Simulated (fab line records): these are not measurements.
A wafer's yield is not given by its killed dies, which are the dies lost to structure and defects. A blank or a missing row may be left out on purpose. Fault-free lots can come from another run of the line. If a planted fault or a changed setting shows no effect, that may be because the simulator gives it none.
Struck lot and sound lot, side by side ; flow nandHarc ; 13 steps out of a route of 1302
Sound: these wafers, L660.1, L660.3, L660.4. Struck: wafers L676.1, L676.2, L676.6. The cause is named last.
Per side, at each step with rows, come the tool, then ch with its chambers, and then its first start. Under that, the readings that differ: sound wafers ; struck wafers ; difference of the means ; sigmas: that difference in standard deviations of wafers without a fault.
alike: readings whose means differ by less than 2 such deviations, and words and numbers that are the same on both sides. not compared: withheld readings, readings that some wafer has no value for, bounds like >300 that may hide the same value, and numbers for which the record gives no deviation and whose values overlap.
Wherever a step has rows on one side only, a row that says differs or no value, or a row with sigmas, the two part there. Numbers that don't overlap but have no deviation are shown without sigmas and don't part them. A reading that every wafer of one side lacks parts them only if that side has two wafers or more.

NHARC_A_DECK1_JOINT_ETCHBACK_00: etches the open film in HBr, target depth 30 nm, time 17.4 s.
  sound on rieSi-05 ch 0,1,2, day 11 21:06; struck on rieSi-05 ch 0,2,3, day 18 01:22
  alike: drypumpMotorCurrentA, oesProductAu, rfFwdPowerW, throttleValvePct
  not compared: rfHoursCounterH
then, 8 steps without rows for these wafers: NHARC_A_DECK1_JOINT_PRECLEAN_30 (cleans in SC1); NHARC_A_DECK1_JOINT_SRD_31; NHARC_A_DECK1_JOINT_CVD_34 (deposits SiNx, target thk 20 nm); NHARC_A_DECK1_JOINT_DEP_06 (deposits SiOx, target thk 80 nm); NHARC_A_DECK1_JOINT_CURE_26 (time 32 s); NHARC_A_DECK1_JOINT_ANNEAL_27 (time 3600 s); NHARC_A_DECK1_JOINT_ANNEAL_28 (time 1800 s); NHARC_A_DECK1_JOINT_ANNEAL_29 (time 1800 s).
NHARC_A_DECK1_JOINT_CMP_02: polishes SiOx.
  sound on cmp-02 ch 0,2,3, day 12 21:50; struck on cmp-04 ch 0,3, day 19 00:35
  alike: motorCurrentA, retainingRingPressureFrac
after that, 1 step had no rows for these wafers: NHARC_A_DECK1_JOINT_SRD_15.
NHARC_A_DECK1_JOINT_DEP_16: deposits SiO2, target thk 45 nm.
  sound on pecvd-01 ch 0,1,2, day 12 22:13; struck on pecvd-01 ch 0,2, day 19 00:59
reading;sound;struck;difference;sigmas
rfFwdPowerW (W);899 897 896;789 792 789;-107;-35
  alike: heaterPowerW, throttleValvePct
  not compared: sinceWetCleanH
NHARC_A_DECK1_JOINT_THK_MEAS_17: measures by ellipsometry.
  sound on filmMetro-01 at day 12 22:29; struck on filmMetro-01 at day 19 01:16
reading;sound;struck;difference;sigmas
thkNm (nm);43.4 44.8 45.8;42.2 41.4 42.9;-2.5;-2

## WHERE THEY PART
Earliest at NHARC_A_DECK1_JOINT_DEP_16; latest, in this record, at NHARC_A_DECK1_JOINT_THK_MEAS_17.

WHY: the cause the simulator had injected
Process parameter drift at NHARC_A_DECK1_JOINT_DEP_16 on pecvd-01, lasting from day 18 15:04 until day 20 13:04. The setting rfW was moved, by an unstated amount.
